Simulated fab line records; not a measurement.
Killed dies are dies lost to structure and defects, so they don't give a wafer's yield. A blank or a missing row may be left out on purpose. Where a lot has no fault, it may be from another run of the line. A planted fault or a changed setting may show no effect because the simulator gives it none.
Comparing a struck lot with a sound one -- flow n5_finfet -- 41 steps out of a route of 1938
Sound: wafers L117.1, L117.2, L117.5. Struck: wafer L129.1. (L129.3, L129.5 of the same lot were not struck and are left out.) The cause comes at the end.
Per side, at each step with rows, come the tool, then ch with its chambers, and then its first start. Under that, the readings that differ: sound wafers -- struck wafers -- difference of the means -- sigmas: that difference in standard deviations of wafers without a fault.
alike: readings whose means differ by less than 2 such deviations, and words and numbers that are the same on both sides. not compared: withheld readings, readings that some wafer has no value for, bounds like >300 that may hide the same value, and numbers for which the record gives no deviation and whose values overlap.
The two part at a step that has a row with sigmas, a row that says differs or no value, or rows on one side only. Numbers that don't overlap but have no deviation are shown without sigmas and don't part them. A reading missing from all wafers of one side parts the sides only when that side holds two or more wafers.

first, 4 steps without rows for these wafers: N5_BEOL_M3_HM_STRIP_39 (strips TiN in peroxide tin strip, target depth 25 nm, time 158 s); N5_BEOL_M3_SRD_40 (time 30 s); N5_BEOL_M3_PRECLEAN_42 (cleans in residue remover, time 60 s); N5_BEOL_M3_SRD_43 (time 30 s).
N5_BEOL_M3_CD_MEAS_35: target cd 18 nm, target cd y 21 nm.
  sound on cd_sem-01 at day 8 01:20; struck on cd_sem-02 at day 10 17:27
  alike: cd_nm
N5_BEOL_M3_DEGAS_44: time 60 s.
  sound on pvd_sputter-01 at day 8 01:49; struck on pvd_sputter-03 at day 10 17:35
  alike: heater_power_w, susceptor_temp_C
then, 5 steps without rows for these wafers: N5_BEOL_M3_PRE_CLEAN_45 (time 30 s); N5_BEOL_M3_ALD_84 (deposits TaN, pulse time 2 s, purge time 3 s, co reactant purge time 2 s); N5_BEOL_M3_SURFACE_TREAT_85; N5_BEOL_M3_CVD_47 (deposits Co from CCTBA/H2, target thk 3 nm, time 223.8 s); N5_BEOL_M3_SPUTTER_48 (material Cu, target thk 4.5 nm, time 8.29 s).
N5_BEOL_M3_ANNEAL_49: time 240 s.
  sound on pvd_sputter-01 at day 8 02:31; struck on pvd_sputter-02 at day 10 18:21
  alike: heater_power_w, susceptor_temp_C
N5_BEOL_M3_SPUTTER_79: material Cu, target thk 4.5 nm, time 8.29 s.
  sound on pvd_sputter-01 at day 8 02:40; struck on pvd_sputter-02 at day 10 18:29
  alike: susceptor_temp_C, throttle_valve_pct
then, 4 steps without rows for these wafers: N5_BEOL_M3_ANNEAL_80 (time 240 s); N5_BEOL_M3_SPUTTER_81 (material Cu, target thk 4.5 nm, time 8.29 s); N5_BEOL_M3_ANNEAL_82 (time 240 s); N5_BEOL_M3_SPUTTER_86 (material Cu, target thk 4.5 nm, time 8.29 s).
N5_BEOL_M3_ANNEAL_87: time 240 s.
  sound on pvd_sputter-01 at day 8 03:11; struck on pvd_sputter-02 at day 10 19:01
  alike: heater_power_w, susceptor_temp_C
then, 4 steps without rows for these wafers: N5_BEOL_M3_SPUTTER_88 (material Cu, target thk 4.5 nm, time 8.29 s); N5_BEOL_M3_ANNEAL_89 (time 240 s); N5_BEOL_M3_SPUTTER_90 (material Cu, target thk 4.5 nm, time 8.29 s); N5_BEOL_M3_ANNEAL_91 (time 240 s).
N5_BEOL_M3_SPUTTER_92: material Cu, target thk 4.5 nm, time 8.29 s.
  sound on pvd_sputter-01 at day 8 03:46; struck on pvd_sputter-02 at day 10 19:35
  alike: susceptor_temp_C, throttle_valve_pct
then, 7 steps without rows for these wafers: N5_BEOL_M3_ANNEAL_93 (time 240 s); N5_BEOL_M3_SPUTTER_94 (material Cu, target thk 4.5 nm, time 8.29 s); N5_BEOL_M3_ANNEAL_95 (time 240 s); N5_BEOL_M3_SPUTTER_96 (material Cu, target thk 4.5 nm, time 8.29 s); N5_BEOL_M3_ECD_50 (material Cu, target thk 300 nm); N5_BEOL_M3_ANNEAL_51 (time 90 s); N5_BEOL_M3_CMP_52 (polishes, stops on SiOC, t overpolish 6.8 s, target thk 40 nm).
N5_BEOL_M3_PRE_CLEAN_60: time 15 s.
  sound on cvd_co-02 ch 1,2, day 8 05:07; struck on cvd_co-01 ch 1, day 10 20:52
  alike: heater_power_w
  not compared: susceptor_temp_C
then, 3 steps without rows for these wafers: N5_BEOL_M3_CO_CAP_55 (material Co, precursor CCTBA/H2, target thk 2 nm, time 102.1 s); N5_BEOL_M3_PRE_CLEAN_56 (time 15 s); N5_BEOL_M3_DEP_57 (deposits SiCN from 3MS/NH3, target thk 8 nm, time 14 s).
N5_BEOL_M3_RS_MEAS_58: measures by four-point-probe.
  sound on film_metro-01 at day 8 05:20; struck on film_metro-02 at day 10 21:08
  alike: M3_RS
then, 1 step without rows for these wafers: N5_BEOL_M4_ILD_DEP_00 (deposits SiOC from DEMS/O2, target thk 79 nm, time 15.3 s).
N5_BEOL_M4_THK_MEAS_01:
  sound on film_metro-02 at day 8 05:28; struck on film_metro-02 at day 10 21:16
  alike: M4_ILD_THK
then, 3 steps without rows for these wafers: N5_BEOL_M4_PECVD_72 (deposits SiO2 from TEOS/O2, target thk 16 nm, time 18 s); N5_BEOL_M4_HM_DEP_02 (deposits TiN, target thk 20 nm); N5_BEOL_M4_COAT_61 (time 60 s, resist thk 60 nm).
-- a jump in the record: the struck wafers' starts before and after are 5 days apart (it breaks off in module BEOL_M4 and resumes in module PASSIVATION, where the first step shown is number 1936 of the route) --
N5_PASSIVATION_PROBE_49:
  record: rows for the struck wafers here (prober-01, day 16 07:53), none for the sound ones

== WHERE THEY PART ==
Only at N5_PASSIVATION_PROBE_49, as far as this record shows.

WHY: what the simulator had put in
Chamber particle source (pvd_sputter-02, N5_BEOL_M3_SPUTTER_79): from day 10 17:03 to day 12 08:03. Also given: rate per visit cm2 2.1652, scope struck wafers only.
